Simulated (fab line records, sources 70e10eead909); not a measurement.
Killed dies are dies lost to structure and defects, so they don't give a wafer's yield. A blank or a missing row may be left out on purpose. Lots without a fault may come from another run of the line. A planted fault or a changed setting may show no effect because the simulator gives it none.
Which tool did it? | flow nand_harc | 24 lots, 72 wafers sampled, at 6 steps of a route of 1302

WHAT THE GAUGES READ, wafer by wafer
NHARC_A_DECK1_JOINT_INSPECT_05. Usual: raw_defect_count 309, standard deviation 130.
lot  | measured     | on                | raw_defect_count | flag
L074 | day 12 16:56 | defect_inspect-02 | 158 146 253      |
L075 | day 13 04:57 | defect_inspect-02 | 345 396 267      |
L076 | day 13 17:59 | defect_inspect-02 | 258 200 384      |
L077 | day 13 17:59 | defect_inspect-01 | 277 301 353      |
L079 | day 14 06:59 | defect_inspect-02 | 269 244 185      |
L078 | day 14 07:05 | defect_inspect-02 | 214 243 257      |
L080 | day 14 21:32 | defect_inspect-02 | 260 239 290      |
L081 | day 15 16:20 | defect_inspect-01 | 282 409 500      |
L082 | day 15 23:43 | defect_inspect-02 | 124 158 173      |
L083 | day 16 07:53 | defect_inspect-01 | 233 417 131      |
L084 | day 16 14:51 | defect_inspect-02 | 263 388 314      |
L085 | day 17 05:50 | defect_inspect-02 | 252 184 296      |
L087 | day 17 12:03 | defect_inspect-01 | 258 183 261      |
L086 | day 17 12:03 | defect_inspect-02 | 649 683 756      |
L088 | day 18 13:47 | defect_inspect-02 | 463 294 364      |
L089 | day 18 13:59 | defect_inspect-01 | 282 200 393      |
L091 | day 19 06:11 | defect_inspect-01 | 272 193 231      |
L090 | day 19 06:12 | defect_inspect-02 | 683 343 634      |
L092 | day 20 00:54 | defect_inspect-02 | 488 506 335      |
L093 | day 20 13:17 | defect_inspect-02 | 216 180 301      |
L095 | day 21 03:20 | defect_inspect-02 | 271 241 142      |
L094 | day 21 03:20 | defect_inspect-01 | 297 319 332      |
L097 | day 22 00:39 | defect_inspect-01 | 199 301 377      |
L096 | day 22 00:39 | defect_inspect-02 | 322 372 405      |

NHARC_A_CHANNEL_HOLE_D2_OVL_MEAS_11. Usual: overlay_x_nm -0.1 nm, standard deviation 0.71; overlay_y_nm 0.0 nm, standard deviation 0.93.
lot  | measured     | on         | overlay_x_nm (nm) | overlay_y_nm (nm) | flag
L074 | day 13 11:04 | overlay-02 | -0.2 0.0 -0.6     | -0.4 -0.5 -0.5    |
L075 | day 14 00:46 | overlay-01 | 0.3 0.9 1.3       | -1.5 -1.3 -1.1    |
L076 | day 14 15:00 | overlay-02 | -0.4 -0.7 -0.5    | 0.3 0.8 0.2       |
L077 | day 14 14:38 | overlay-01 | 0.8 0.3 1.1       | 1.4 1.4 2.4       |
L079 | day 15 01:46 | overlay-01 | 0.2 0.1 -0.2      | -0.1 0.1 -0.5     |
L078 | day 15 01:55 | overlay-02 | -0.7 -0.3 -0.2    | 1.1 0.9 1.2       |
L080 | day 15 13:34 | overlay-01 | -0.5 -0.5 -0.8    | 1.0 0.0 0.4       |
L081 | day 16 08:21 | overlay-01 | 1.6 1.1 0.9       | -1.6 -1.1 -0.5    |
L082 | day 16 16:23 | overlay-01 | -0.3 -0.8 -0.6    | -0.3 -1.3 -1.0    |
L083 | day 17 01:59 | overlay-01 | 0.3 0.7 0.8       | -0.9 -1.1 -0.7    |
L084 | day 17 08:50 | overlay-01 | 0.4 0.3 0.0       | 1.6 1.4 1.6       |
L085 | day 17 22:35 | overlay-02 | -0.5 -0.2 -0.1    | -0.6 -0.6 -0.3    |
L087 | day 18 05:45 | overlay-02 | -0.9 -0.9 -1.2    | -0.7 -0.7 -0.4    |
L086 | day 18 05:10 | overlay-02 | 1.1 0.4 0.6       | 1.1 1.8 1.5       |
L088 | day 19 09:29 | overlay-01 | -0.6 -0.9 -1.2    | 1.1 0.5 0.7       |
L089 | day 19 08:38 | overlay-02 | -0.2 -0.1 -0.3    | 1.4 1.5 1.1       |
L091 | day 19 21:53 | overlay-02 | -0.2 0.2 -0.2     | -0.1 -0.1 -0.6    |
L090 | day 19 22:14 | overlay-02 | -0.4 -0.3 -0.3    | -1.6 -1.3 -1.5    |
L092 | day 20 16:43 | overlay-02 | -1.1 -0.4 -0.3    | -0.7 -0.2 0.1     |
L093 | day 21 06:26 | overlay-02 | 0.7 0.6 0.7       | 0.7 1.4 0.5       |
L095 | day 22 01:19 | overlay-02 | -0.2 -0.3 0.3     | -1.2 -0.7 -0.8    |
L094 | day 22 00:01 | overlay-01 | -1.0 -0.7 -0.4    | 0.8 0.3 0.5       |
L097 | day 22 20:10 | overlay-02 | -0.3 0.0 -0.2     | -0.7 -0.3 -0.2    |
L096 | day 22 19:28 | overlay-02 | -1.2 -0.8 -0.4    | -0.6 -0.4 -0.5    |

NHARC_A_CHANNEL_HOLE_D2_INSPECT_40. Usual: raw_defect_count 275, standard deviation 94.
lot  | measured     | on                | raw_defect_count | flag
L074 | day 13 18:03 | defect_inspect-02 | 167 126 208      |
L075 | day 14 07:45 | defect_inspect-01 | 395 396 314      |
L076 | day 14 23:35 | defect_inspect-01 | 280 226 367      |
L077 | day 14 21:35 | defect_inspect-01 | 224 261 284      |
L079 | day 15 08:44 | defect_inspect-01 | 252 285 234      |
L078 | day 15 09:44 | defect_inspect-02 | 197 204 199      |
L080 | day 15 20:34 | defect_inspect-01 | 265 241 285      |
L081 | day 16 15:20 | defect_inspect-02 | 241 339 364      |
L082 | day 16 23:23 | defect_inspect-02 | 129 140 173      |
L083 | day 17 08:57 | defect_inspect-02 | 195 313 124      |
L084 | day 17 20:38 | defect_inspect-02 | 223 313 263      |
L085 | day 18 05:47 | defect_inspect-01 | 241 219 307      |
L087 | day 18 16:20 | defect_inspect-02 | 235 208 241      |
L086 | day 18 14:08 | defect_inspect-02 | 494 483 550      |
L088 | day 19 16:43 | defect_inspect-01 | 355 270 329      |
L089 | day 19 15:38 | defect_inspect-02 | 208 174 263      |
L091 | day 20 04:50 | defect_inspect-01 | 235 175 203      |
L090 | day 20 05:14 | defect_inspect-01 | 595 327 528      |
L092 | day 20 23:41 | defect_inspect-01 | 413 425 310      |
L093 | day 21 14:44 | defect_inspect-02 | 243 199 252      |
L095 | day 22 10:07 | defect_inspect-02 | 216 216 147      |
L094 | day 22 07:02 | defect_inspect-02 | 265 249 276      |
L097 | day 23 05:25 | defect_inspect-02 | 199 273 317      |
L096 | day 23 02:26 | defect_inspect-01 | 303 285 369      |

WHICH TOOL RAN EACH LOT (tool, then ch and the chambers of the sampled wafers, then the start)
lot  | NHARC_A_CHANNEL_HOLE_D2_DEP_01  | NHARC_A_CHANNEL_HOLE_D2_ETCH_19  | NHARC_A_CHANNEL_HOLE_D2_ETCH_27
L074 | pecvd-03 ch 0,1, day 13 10:21   | har_etch-01 ch 0,1, day 13 12:20 | har_etch-01 ch 0,1, day 13 16:19
L075 | pecvd-04 ch 0,1,2, day 14 00:05 | har_etch-02 ch 0,1, day 14 02:02 | har_etch-02 ch 0,1, day 14 06:01
L076 | pecvd-03 ch 1,2, day 14 14:13   | har_etch-02 ch 0,1, day 14 17:55 | har_etch-02 ch 0,1, day 14 21:55
L077 | pecvd-02 ch 0,1, day 14 13:50   | har_etch-01 ch 0,1, day 14 15:54 | har_etch-01 ch 0,1, day 14 19:52
L079 | pecvd-02 ch 0,1,2, day 15 00:57 | har_etch-02 ch 0,1, day 15 03:03 | har_etch-02 ch 0,1, day 15 07:00
L078 | pecvd-02 ch 0,1, day 15 01:11   | har_etch-01 ch 0,1, day 15 04:01 | har_etch-01 ch 0,1, day 15 08:01
L080 | pecvd-03 ch 0,1,2, day 15 12:53 | har_etch-01 ch 0,1, day 15 14:52 | har_etch-01 ch 0,1, day 15 18:52
L081 | pecvd-02 ch 0,2, day 16 07:40   | har_etch-02 ch 0,1, day 16 09:40 | har_etch-02 ch 0,1, day 16 13:40
L082 | pecvd-02 ch 0,2, day 16 15:37   | har_etch-01 ch 0,1, day 16 17:43 | har_etch-01 ch 0,1, day 16 21:43
L083 | pecvd-02 ch 0,1,2, day 17 01:11 | har_etch-01 ch 0,1, day 17 03:16 | har_etch-01 ch 0,1, day 17 07:14
L084 | pecvd-03 ch 0,1, day 17 08:09   | har_etch-02 ch 0, day 17 14:56   | har_etch-02 ch 0, day 17 18:55
L085 | pecvd-04 ch 0,1,2, day 17 21:52 | har_etch-01 ch 0,1, day 18 00:08 | har_etch-01 ch 0,1, day 18 04:09
L087 | pecvd-04 ch 0,1, day 18 04:56   | har_etch-02 ch 0,1, day 18 10:37 | har_etch-02 ch 0,1, day 18 14:39
L086 | pecvd-03 ch 1,2, day 18 04:23   | har_etch-01 ch 0,1, day 18 08:28 | har_etch-01 ch 0,1, day 18 12:29
L088 | pecvd-02 ch 0,2, day 19 08:44   | har_etch-02 ch 0,1, day 19 10:59 | har_etch-02 ch 0,1, day 19 15:01
L089 | pecvd-04 ch 0,1,2, day 19 07:51 | har_etch-01 ch 0,1, day 19 09:56 | har_etch-01 ch 0,1, day 19 13:56
L091 | pecvd-02 ch 1,2, day 19 21:14   | har_etch-02 ch 1, day 19 23:10   | har_etch-02 ch 1, day 20 03:09
L090 | pecvd-02 ch 0,2, day 19 21:25   | har_etch-01 ch 0,1, day 19 23:34 | har_etch-01 ch 0,1, day 20 03:36
L092 | pecvd-04 ch 0,2, day 20 15:58   | har_etch-02 ch 0,1, day 20 18:02 | har_etch-02 ch 0,1, day 20 22:01
L093 | pecvd-03 ch 0,1,2, day 21 05:37 | har_etch-01 ch 0,1, day 21 08:53 | har_etch-01 ch 0,1, day 21 12:52
L095 | pecvd-04 ch 0,1, day 22 00:30   | har_etch-02 ch 0,1, day 22 04:23 | har_etch-02 ch 0,1, day 22 08:23
L094 | pecvd-04 ch 0,1,2, day 21 23:17 | har_etch-01 ch 0,1, day 22 01:20 | har_etch-01 ch 0,1, day 22 05:21
L097 | pecvd-03 ch 0,1,2, day 22 19:26 | har_etch-01 ch 0,1, day 22 23:45 | har_etch-01 ch 0,1, day 23 03:44
L096 | pecvd-03 ch 0,1,2, day 22 18:50 | har_etch-02 ch 0,1, day 22 20:47 | har_etch-02 ch 0,1, day 23 00:46
- NHARC_A_CHANNEL_HOLE_D2_DEP_01: deposits SiON, target thk 140 nm.
- NHARC_A_CHANNEL_HOLE_D2_ETCH_19: etches the open film in C4F8/O2/Ar, time 34.5 s.
- NHARC_A_CHANNEL_HOLE_D2_ETCH_27: etches the open film in C4F8/O2/Ar, time 90 s, target depth 400 nm.

WHAT THE TOOLS THEMSELVES READ (means of the sampled wafers that have a number; where no wafer has one, the mark that the record gives instead)
NHARC_A_CHANNEL_HOLE_D2_DEP_01. Usual: chamber_pressure_Torr 3.499 Torr, standard deviation 0.0085; heater_power_w 716 W, standard deviation 120.
lot  | tool     | chamber_pressure_Torr (Torr) | heater_power_w (W) | flag
L074 | pecvd-03 | 3.497                        | 879                |
L075 | pecvd-04 | 3.504                        | 714                |
L076 | pecvd-03 | 3.496                        | 608                |
L077 | pecvd-02 | 3.488                        | 707                |
L079 | pecvd-02 | 3.497                        | 705                |
L078 | pecvd-02 | 3.495                        | 675                |
L080 | pecvd-03 | 3.494                        | 769                |
L081 | pecvd-02 | 3.498                        | 630                |
L082 | pecvd-02 | 3.508                        | 618                |
L083 | pecvd-02 | 3.502                        | 680                |
L084 | pecvd-03 | 3.490                        | 887                |
L085 | pecvd-04 | 3.501                        | 739                |
L087 | pecvd-04 | 3.499                        | 737                |
L086 | pecvd-03 | 3.510                        | 633                |
L088 | pecvd-02 | 3.499                        | 615                |
L089 | pecvd-04 | 3.506                        | 735                |
L091 | pecvd-02 | 3.503                        | 772                |
L090 | pecvd-02 | 3.496                        | 684                |
L092 | pecvd-04 | 3.499                        | 653                |
L093 | pecvd-03 | 3.501                        | 805                |
L095 | pecvd-04 | 3.494                        | 798                |
L094 | pecvd-04 | 3.501                        | 710                |
L097 | pecvd-03 | 3.500                        | 739                |
L096 | pecvd-03 | 3.500                        | 751                |

NHARC_A_CHANNEL_HOLE_D2_ETCH_19. Usual: bias_v 1201 V, standard deviation 13; drypump_motor_current_A 5.9 A, standard deviation 0.41; o2_flow_sccm 96.11 sccm, standard deviation 0.3; showerhead_plenum_p_Torr 3.71 Torr, standard deviation 0.18; throttle_valve_pct 37.038 %, standard deviation 0.0085.
lot  | tool        | bias_v (V) | drypump_motor_current_A (A) | o2_flow_sccm (sccm) | showerhead_plenum_p_Torr (Torr) | throttle_valve_pct (%) | flag
L074 | har_etch-01 | 1205       | 5.5                         | 96.15               | 3.69                            | 37.044                 |
L075 | har_etch-02 | 1204       | 6.1                         | 96.41               | 3.54                            | 37.039                 |
L076 | har_etch-02 | 1203       | 6.2                         | 96.31               | 3.52                            | 37.044                 |
L077 | har_etch-01 | 1205       | 5.9                         | 96.16               | 3.64                            | 37.042                 |
L079 | har_etch-02 | 1200       | 6.2                         | 95.86               | 3.51                            | 37.043                 |
L078 | har_etch-01 | 1192       | 5.6                         | 96.35               | 3.68                            | 37.041                 |
L080 | har_etch-01 | 1200       | 5.6                         | 96.26               | 3.67                            | 37.032                 |
L081 | har_etch-02 | 1201       | 6.2                         | 96.24               | 3.50                            | 37.035                 |
L082 | har_etch-01 | 1199       | 5.9                         | 95.97               | 3.62                            | 37.031                 |
L083 | har_etch-01 | 1189       | 5.6                         | 96.08               | 3.66                            | 37.040                 |
L084 | har_etch-02 | 1195       | 6.1                         | 95.95               | 3.98                            | 37.030                 |
L085 | har_etch-01 | 1198       | 6.0                         | 95.75               | 3.61                            | 37.038                 |
L087 | har_etch-02 | 1203       | 6.2                         | 96.05               | 3.98                            | 37.036                 |
L086 | har_etch-01 | 1196       | 5.6                         | 96.30               | 3.65                            | 37.037                 |
L088 | har_etch-02 | 1196       | 6.2                         | 96.07               | 3.97                            | 37.037                 |
L089 | har_etch-01 | 1210       | 5.6                         | 96.32               | 3.64                            | 37.028                 |
L091 | har_etch-02 | 1224       | 6.2                         | 96.06               | 3.97                            | 37.041                 |
L090 | har_etch-01 | 1210       | 6.0                         | 96.12               | 3.60                            | 37.046                 |
L092 | har_etch-02 | 1203       | 6.1                         | 96.08               | 3.96                            | 37.034                 |
L093 | har_etch-01 | 1187       | 5.9                         | 96.38               | 3.58                            | 37.042                 |
L095 | har_etch-02 | 1193       | 6.1                         | 95.91               | 3.95                            | 37.042                 |
L094 | har_etch-01 | 1207       | 6.0                         | 96.10               | 3.58                            | 37.030                 |
L097 | har_etch-01 | 1192       | 5.6                         | 96.21               | 3.62                            | 37.044                 |
L096 | har_etch-02 | 1198       | 6.1                         | 95.84               | 3.94                            | 37.038                 |

NHARC_A_CHANNEL_HOLE_D2_ETCH_27. Usual: bias_v 399 V, standard deviation 4.2; drypump_motor_current_A 5.9 A, standard deviation 0.42; o2_flow_sccm 83.27 sccm, standard deviation 0.22; showerhead_plenum_p_Torr 3.71 Torr, standard deviation 0.17; throttle_valve_pct 27.620 %, standard deviation 0.0093.
lot  | tool        | bias_v (V) | drypump_motor_current_A (A) | o2_flow_sccm (sccm) | showerhead_plenum_p_Torr (Torr) | throttle_valve_pct (%) | flag
L074 | har_etch-01 | 398        | 5.6                         | 83.49               | 3.69                            | 27.630                 |
L075 | har_etch-02 | 395        | 6.1                         | 83.55               | 3.53                            | 27.617                 |
L076 | har_etch-02 | 402        | 6.2                         | 83.26               | 3.51                            | 27.628                 |
L077 | har_etch-01 | 403        | 5.9                         | 83.35               | 3.64                            | 27.626                 |
L079 | har_etch-02 | 397        | 6.2                         | 83.19               | 3.51                            | 27.614                 |
L078 | har_etch-01 | 398        | 5.6                         | 83.26               | 3.67                            | 27.621                 |
L080 | har_etch-01 | 398        | 5.6                         | 83.21               | 3.67                            | 27.625                 |
L081 | har_etch-02 | 402        | 6.1                         | 83.12               | 3.50                            | 27.614                 |
L082 | har_etch-01 | 397        | 5.9                         | 83.42               | 3.62                            | 27.617                 |
L083 | har_etch-01 | 403        | 5.6                         | 83.36               | 3.66                            | 27.613                 |
L084 | har_etch-02 | 402        | 6.0                         | 83.13               | 3.98                            | 27.620                 |
L085 | har_etch-01 | 406        | 6.0                         | 83.39               | 3.61                            | 27.619                 |
L087 | har_etch-02 | 397        | 6.1                         | 82.97               | 3.97                            | 27.618                 |
L086 | har_etch-01 | 401        | 5.6                         | 83.22               | 3.65                            | 27.622                 |
L088 | har_etch-02 | 398        | 6.2                         | 83.20               | 3.96                            | 27.619                 |
L089 | har_etch-01 | 394        | 5.6                         | 83.50               | 3.64                            | 27.618                 |
L091 | har_etch-02 | 404        | 6.3                         | 83.28               | 3.96                            | 27.622                 |
L090 | har_etch-01 | 398        | 5.9                         | 83.13               | 3.59                            | 27.613                 |
L092 | har_etch-02 | 401        | 6.1                         | 83.23               | 3.95                            | 27.625                 |
L093 | har_etch-01 | 395        | 5.9                         | 83.10               | 3.58                            | 27.619                 |
L095 | har_etch-02 | 396        | 6.1                         | 83.25               | 3.94                            | 27.627                 |
L094 | har_etch-01 | 394        | 5.9                         | 83.42               | 3.58                            | 27.618                 |
L097 | har_etch-01 | 401        | 5.6                         | 83.20               | 3.61                            | 27.623                 |
L096 | har_etch-02 | 399        | 6.1                         | 83.18               | 3.94                            | 27.622                 |

THE ANSWER, worked out from the rows above alone
Rule: a lot is off if the mean of its wafers that have a number lies more than 3 standard deviations from the usual mean. A lot without any number at a reading at which 4 lots or more have one is off too. The other lots that the step has rows for count as sound. The gauges are gone through in route order, then the tools' own readings, and for those a lot's mean is taken as printed above. The first step at which some lot is off is used, and at that step the reading that is off furthest; a lot without a number counts as furthest.
No lot is off at any reading shown: from this, nothing can be told.

WHAT THE SIMULATOR HAD PUT IN
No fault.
